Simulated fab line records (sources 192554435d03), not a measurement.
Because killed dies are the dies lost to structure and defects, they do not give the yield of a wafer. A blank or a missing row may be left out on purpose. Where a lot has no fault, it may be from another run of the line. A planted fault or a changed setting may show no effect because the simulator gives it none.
Lot-split experiment    flow n5 finfet    21 wafers read from 7 lots, route of 1938 steps

THE SPLIT
At N5_BEOL_M4_COAT_62 (time 60 s, resist thk 12 nm), the setting spin rpm was moved away from the recipe's 1500 rpm on 6 of the 21 wafers read, by +3.1% to +8.7%. This setting was run at the recipe's value on the other wafers.

FROM THE SPLIT TO THE READING: what the file shows between them, 8 steps
- N5_BEOL_M4_COAT_05: resist thk 30 nm (also split here: spin rpm)
- N5_BEOL_M4_EBR_07
- N5_BEOL_M4_SOFTBAKE_06: time 60 s
- N5_BEOL_M4_EXPOSE_08: exposes mask M4
- N5_BEOL_M4_PEB_09: peb time 60 s
- N5_BEOL_M4_DEVELOP_10: develop time 30 s
- N5_BEOL_M4_DESCUM_16: chemistry O2, time 7 s
- N5_BEOL_M4_ETCH_74: etches underlayer in N2/H2, target depth 6.5 nm, time 5.2 s

THE READING
etch.depth nm (the simulator's own value, which no gauge read), in nm, at N5_BEOL_M4_ETCH_63 (etches SiARC in CF4, target depth 15.6 nm, time 26 s). No usual value for it is given in the file. Across the 15 wafers here that went through the recipe, the average is 11.98 nm and the standard deviation 0.039 nm.

wafer   tool, chamber at the split  spin rpm as run, rpm  against the recipe  etch.depth nm, nm  against lot-mates on the recipe
L074.1  litho track-04, 0           1614                  +7.6%               11.61              no lot-mate on the recipe
L074.2  litho track-04, 0           1614                  +7.6%               11.58              no lot-mate on the recipe
L074.3  litho track-04, 0           1614                  +7.6%               11.57              no lot-mate on the recipe
L079.2  litho track-03, 0           1500                  recipe              11.97              -
L079.4  litho track-03, 0           1500                  recipe              11.94              -
L079.6  litho track-03, 0           1500                  recipe              11.95              -
L083.2  litho track-01, 0           1500                  recipe              12.05              -
L083.3  litho track-01, 0           1500                  recipe              12.05              -
L083.4  litho track-01, 0           1600                  +6.7%               11.64              -0.41
L087.4  litho track-03, 0           1500                  recipe              11.96              -
L087.5  litho track-03, 0           1500                  recipe              11.96              -
L087.6  litho track-03, 0           1500                  recipe              11.94              -
L092.1  litho track-04, 0           1500                  recipe              11.97              -
L092.3  litho track-04, 0           1500                  recipe              11.97              -
L092.4  litho track-04, 0           1547                  +3.1%               11.78              -0.19
L094.3  litho track-01, 0           1500                  recipe              12                 -
L094.5  litho track-01, 0           1500                  recipe              12.03              -
L094.6  litho track-01, 0           1500                  recipe              12.03              -
L095.1  litho track-04, 0           1500                  recipe              11.98              -
L095.3  litho track-04, 0           1630                  +8.7%               11.47              -0.48
L095.4  litho track-04, 0           1500                  recipe              11.93              -

THE FIT
A straight line over all 21 wafers: etch.depth nm changes by -0.054 nm for each +1% of spin rpm; r = -0.98; the points scatter about the line by 0.038 nm.
The same after taking each lot's own level away (the mean of its wafers on the recipe; 18 wafers): -0.0581 nm for each +1%; r = -1.00; scatter 0.015 nm.
Per that fit: largest spin rpm move, reading shift of 0.5 nm.
Across the lots, their own levels run from 11.953 to 12.050 nm, a range of 2.5 times the standard deviation given above.
So the lot-to-lot level changes the slope little: the two slopes agree.
Check: for one of the wafers moved furthest among these (+8.7%), held out of the fit, the line's prediction against its lot-mates is -0.532 nm. It came out at -0.485 nm against them.

OTHER SPLITS ON THESE WAFERS
Note: prior to the reading, these wafers also went through further splits. Each is held against what the fit with the lots' levels taken away leaves over:
other split on the same wafers  wafers away from the commonest value  r with etch.depth nm (lot level and that fit taken away)
N5_BEOL_M3_COAT_68 spin rpm     8                                     -0.20
N5_BEOL_M4_COAT_05 spin rpm     4                                     -0.06

THE WHOLE CHAIN: every reading that the file lists as answering this split, in the file's order
step                what it does                                          reading                                                                           change (the file's fit)                 r (the file's)
N5_BEOL_M4_COAT_62  time 60 s, resist thk 12 nm                           SiARC_of_BEOL_M4_COAT_62.thk nm (the simulator's own value, which no gauge read)  -0.0656 nm for each +1% of the setting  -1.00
N5_BEOL_M4_ETCH_63  etches SiARC in CF4, target depth 15.6 nm, time 26 s  etch.depth nm (the simulator's own value, which no gauge read)                    -0.0578 nm for each +1% of the setting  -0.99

FILE'S OWN FIT
etch.depth nm changes by -0.0578 nm for each +1% of spin rpm, r = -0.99.
